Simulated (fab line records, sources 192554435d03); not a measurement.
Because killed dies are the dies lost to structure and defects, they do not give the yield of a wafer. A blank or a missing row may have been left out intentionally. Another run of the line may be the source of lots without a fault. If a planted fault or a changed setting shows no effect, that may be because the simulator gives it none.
Which tool is to blame? | flow n5_finfet | 30 wafers from 10 lots sampled at 5 of the route's 1938 steps

== WHAT EACH GAUGE READ, for each wafer ==
N5_BEOL_M4_RC_MEAS_101. Usual: DIBL_N 36.6 mV/V, standard deviation 1.8; DIBL_P 37.1 mV/V, standard deviation 2.1; IOFF_N 0.17 nA/um, standard deviation 0.033; IOFF_P 0.23 nA/um, standard deviation 0.039; ION_N 681 uA/um, standard deviation 13; ION_P 467 uA/um, standard deviation 8.7; SS_N 71.6 mV/dec, standard deviation 0.59; SS_P 73.4 mV/dec, standard deviation 0.63; VT_N 249 mV, standard deviation 3.4; VT_P -249 mV, standard deviation 3.7.
lot  | measured     | on        | DIBL_N (mV/V)  | DIBL_P (mV/V)  | IOFF_N (nA/um) | IOFF_P (nA/um) | ION_N (uA/um) | ION_P (uA/um) | SS_N (mV/dec)  | SS_P (mV/dec)  | VT_N (mV)   | VT_P (mV)      | flag
L392 | day 7 22:34  | prober-01 | 38.4 36.5 38.5 | 38.5 36.3 37.2 | 0.19 0.15 0.19 | 0.23 0.19 0.20 | 685 692 680   | 469 470 457   | 71.4 70.9 72.4 | 74.2 73.0 73.7 | 247 249 247 | -252 -253 -252 |
L394 | day 8 16:04  | prober-01 | 38.0 38.2 38.5 | 40.2 38.5 40.0 | 0.19 0.18 0.18 | 0.25 0.21 0.24 | 693 672 686   | 471 456 468   | 71.1 71.4 71.2 | 73.5 72.3 73.1 | 245 249 249 | -248 -251 -248 |
L399 | day 9 21:34  | prober-01 | 35.8 37.5 36.1 | 37.8 39.7 38.7 | 0.19 0.22 0.20 | 0.25 0.27 0.24 | 699 687 696   | 476 468 473   | 71.5 72.4 71.7 | 73.2 74.6 73.2 | 245 242 246 | -246 -249 -245 |
L400 | day 10 04:15 | prober-01 | 40.0 38.0 37.6 | 40.4 38.1 36.9 | 0.23 0.19 0.18 | 0.29 0.23 0.22 | 683 694 682   | 467 468 462   | 72.9 71.4 71.9 | 74.0 73.3 73.9 | 247 247 248 | -244 -249 -251 |
L405 | day 11 07:30 | prober-02 | 36.5 38.0 35.9 | 36.4 37.0 35.3 | 0.17 0.17 0.15 | 0.23 0.23 0.20 | 691 668 679   | 470 457 462   | 70.9 71.8 70.7 | 73.8 73.7 72.4 | 249 251 249 | -250 -250 -251 |
L406 | day 11 22:51 | prober-02 | 36.9 36.6 34.4 | 38.0 36.7 34.3 | 0.18 0.15 0.12 | 0.20 0.17 0.14 | 693 659 656   | 464 448 446   | 71.8 73.0 71.8 | 74.5 73.7 73.4 | 248 252 253 | -251 -257 -259 |
L407 | day 11 21:41 | prober-02 | 36.3 37.7 36.1 | 36.1 38.0 35.1 | 0.16 0.18 0.15 | 0.20 0.22 0.19 | 667 707 683   | 456 475 463   | 72.0 72.2 71.9 | 73.0 73.9 72.8 | 252 248 253 | -253 -252 -254 |
L408 | day 12 05:02 | prober-02 | 38.4 36.0 36.4 | 38.3 36.4 36.4 | 0.20 0.16 0.17 | 0.25 0.23 0.23 | 688 664 671   | 467 462 463   | 72.3 71.3 72.0 | 74.1 72.6 72.9 | 249 253 249 | -248 -250 -248 |
L409 | day 12 07:26 | prober-01 | 35.4 35.7 35.4 | 34.9 35.0 34.0 | 0.14 0.15 0.13 | 0.18 0.19 0.17 | 671 667 672   | 463 456 462   | 71.5 72.1 71.3 | 72.5 72.5 73.2 | 251 251 251 | -253 -252 -254 |
L412 | day 13 03:09 | prober-02 | 38.1 34.8 36.8 | 39.0 35.4 37.6 | 0.21 0.14 0.17 | 0.29 0.23 0.28 | 691 673 699   | 475 476 487   | 71.5 71.7 71.0 | 73.3 72.8 72.7 | 243 249 247 | -243 -244 -242 |

== TOOL THAT RAN EACH LOT (tool first, then ch and the chambers of the sampled wafers, then the start) ==
lot  | N5_BEOL_M1_STRIP_97                           | N5_BEOL_M1_DEGAS_44          | N5_BEOL_M1_SPUTTER_79        | N5_BEOL_M1_ANNEAL_82
L392 | rie_diel-05 ch 1,3, day 6 09:43 or earlier    | pvd_sputter-02, day 6 09:43  | pvd_sputter-01, day 6 10:47  | pvd_sputter-01, day 6 11:05
L394 | rie_diel-02 ch 0,1, day 6 13:25 or earlier    | pvd_sputter-01, day 6 13:25  | pvd_sputter-02, day 6 16:20  | pvd_sputter-02, day 6 16:38
L399 | rie_diel-02 ch 0,2, day 8 10:16 or earlier    | pvd_sputter-01, day 8 10:16  | pvd_sputter-02, day 8 11:03  | pvd_sputter-02, day 8 11:21
L400 | rie_diel-03 ch 0,2,3, day 8 10:21 or earlier  | pvd_sputter-01, day 8 10:21  | pvd_sputter-01, day 8 11:13  | pvd_sputter-01, day 8 11:31
L405 | rie_diel-03 ch 2,3, day 9 12:22 or earlier    | pvd_sputter-03, day 9 12:22  | pvd_sputter-02, day 9 15:04  | pvd_sputter-02, day 9 15:22
L406 | rie_diel-02 ch 0,2, day 9 20:55 or earlier    | pvd_sputter-03, day 9 20:55  | pvd_sputter-01, day 9 22:55  | pvd_sputter-01, day 9 23:13
L407 | rie_diel-02 ch 0,1, day 9 23:47 or earlier    | pvd_sputter-03, day 9 23:47  | pvd_sputter-03, day 10 00:42 | pvd_sputter-03, day 10 01:00
L408 | rie_diel-02 ch 0,1,3, day 10 16:42 or earlier | pvd_sputter-03, day 10 16:42 | pvd_sputter-01, day 10 17:49 | pvd_sputter-01, day 10 18:07
L409 | rie_diel-03 ch 0,3, day 11 00:17 or earlier   | pvd_sputter-01, day 11 00:17 | pvd_sputter-02, day 11 01:17 | pvd_sputter-02, day 11 01:35
L412 | rie_diel-02 ch 0,1,3, day 11 08:01 or earlier | pvd_sputter-03, day 11 08:01 | pvd_sputter-02, day 11 10:13 | pvd_sputter-02, day 11 10:31
- N5_BEOL_M1_STRIP_97: strips in N2/H2, time 10 s.
- N5_BEOL_M1_DEGAS_44: time 60 s.
- N5_BEOL_M1_SPUTTER_79: material Cu, target thk 4.5 nm, time 8.29 s.
- N5_BEOL_M1_ANNEAL_82: time 240 s.

== WHAT THE TOOLS THEMSELVES READ (means of the sampled wafers that have a number; where no wafer has one, the mark that the record gives instead) ==
N5_BEOL_M1_STRIP_97. Usual: drypump_motor_current_A 5.6 A, standard deviation 0.38; n2_flow_sccm 200.0 sccm, standard deviation 0.64; oes_product_au 0.79 a.u., standard deviation 0.094; rf_vpp_V 58.9 V, standard deviation 0.92; showerhead_plenum_p_Torr 2.50 Torr, standard deviation 0.093; throttle_valve_pct 23.6 %, standard deviation 0.4.
lot  | tool        | drypump_motor_current_A (A) | n2_flow_sccm (sccm) | oes_product_au (a.u.) | rf_vpp_V (V) | showerhead_plenum_p_Torr (Torr) | throttle_valve_pct (%) | flag
L392 | rie_diel-05 | 6.0                         | 199.7               | 0.71                  | 58.6         | 2.41                            | 23.6                   |
L394 | rie_diel-02 | 5.5                         | 199.6               | 0.83                  | 59.4         | 2.56                            | 23.3                   |
L399 | rie_diel-02 | 5.4                         | 200.4               | 0.88                  | 59.6         | 2.55                            | 23.4                   |
L400 | rie_diel-03 | 5.5                         | 200.4               | 0.75                  | 58.9         | 2.52                            | 23.4                   |
L405 | rie_diel-03 | 5.2                         | 199.9               | 0.72                  | 59.8         | 2.59                            | 23.8                   |
L406 | rie_diel-02 | 5.5                         | 200.7               | 0.86                  | 58.7         | 2.51                            | 23.4                   |
L407 | rie_diel-02 | 5.6                         | 200.0               | 0.91                  | 58.9         | 2.51                            | 23.0                   |
L408 | rie_diel-02 | 5.8                         | 199.7               | 0.91                  | 59.0         | 2.59                            | 23.4                   |
L409 | rie_diel-03 | 5.6                         | 199.5               | 0.75                  | 59.1         | 2.49                            | 23.1                   |
L412 | rie_diel-02 | 5.8                         | 199.9               | 0.90                  | 60.3         | 2.59                            | 23.4                   |

N5_BEOL_M1_DEGAS_44. Usual: heater_power_w at 317 W, with a standard deviation of 30.
lot  | tool           | heater_power_w (W) | flag
L392 | pvd_sputter-02 | 316                |
L394 | pvd_sputter-01 | 332                |
L399 | pvd_sputter-01 | 317                |
L400 | pvd_sputter-01 | 312                |
L405 | pvd_sputter-03 | 333                |
L406 | pvd_sputter-03 | 336                |
L407 | pvd_sputter-03 | 302                |
L408 | pvd_sputter-03 | 334                |
L409 | pvd_sputter-01 | 317                |
L412 | pvd_sputter-03 | 324                |

N5_BEOL_M1_SPUTTER_79. Usual: chamber_pressure_pa 0.07001 Pa, standard deviation 0.00015; chuck_gas_flow_sccm 1.26 sccm, standard deviation 0.05; throttle_valve_pct 29.8 %, standard deviation 0.96.
lot  | tool           | chamber_pressure_pa (Pa) | chuck_gas_flow_sccm (sccm) | throttle_valve_pct (%) | flag
L392 | pvd_sputter-01 | 0.07002                  | 1.25                       | 30.5                   |
L394 | pvd_sputter-02 | 0.06987                  | 1.27                       | 29.6                   |
L399 | pvd_sputter-02 | -                        | -                          | -                      | OFF
L400 | pvd_sputter-01 | -                        | -                          | -                      | OFF
L405 | pvd_sputter-02 | 0.06994                  | 1.32                       | 29.0                   |
L406 | pvd_sputter-01 | 0.06980                  | 1.28                       | 30.4                   |
L407 | pvd_sputter-03 | 0.07003                  | 1.25                       | 28.7                   |
L408 | pvd_sputter-01 | 0.07003                  | 1.25                       | 29.8                   |
L409 | pvd_sputter-02 | 0.07007                  | 1.23                       | 29.7                   |
L412 | pvd_sputter-02 | 0.07003                  | 1.27                       | 29.1                   |

N5_BEOL_M1_ANNEAL_82. Usual: heater_power_w at 797 W, with a standard deviation of 75.
lot  | tool           | heater_power_w (W) | flag
L392 | pvd_sputter-01 | 809                |
L394 | pvd_sputter-02 | 772                |
L399 | pvd_sputter-02 | 751                |
L400 | pvd_sputter-01 | 850                |
L405 | pvd_sputter-02 | 742                |
L406 | pvd_sputter-01 | 796                |
L407 | pvd_sputter-03 | 894                |
L408 | pvd_sputter-01 | 833                |
L409 | pvd_sputter-02 | 770                |
L412 | pvd_sputter-02 | 709                |

== THE ANSWER, worked out from the rows above alone ==
Rule: take the mean of a lot's wafers that have a number; if it is more than 3 standard deviations from the usual mean, the lot is off. Also off: a lot with no number at a reading for which 4 or more lots have one. Any other lot the step has rows for is counted as sound. First the gauges in route order, then the tools' own readings, where a lot's mean is used as printed above. The first step at which some lot is off is used, and at that step the reading that is off furthest; a lot without a number counts as furthest.
Off: L399, L400, at N5_BEOL_M1_SPUTTER_79 (chamber_pressure_pa). Without a number there: L399, L400.
If a tool, at that step or one of the process steps before it, ran each lot that is off and ran no sound lot following the first of them, it fits. Because N5_BEOL_M1_STRIP_97 lacks a start for some lots, the hours and order of its lots are taken from N5_BEOL_M1_DEGAS_44. Of those tried, none fits.

== WHAT WAS PUT IN BY THE SIMULATOR ==
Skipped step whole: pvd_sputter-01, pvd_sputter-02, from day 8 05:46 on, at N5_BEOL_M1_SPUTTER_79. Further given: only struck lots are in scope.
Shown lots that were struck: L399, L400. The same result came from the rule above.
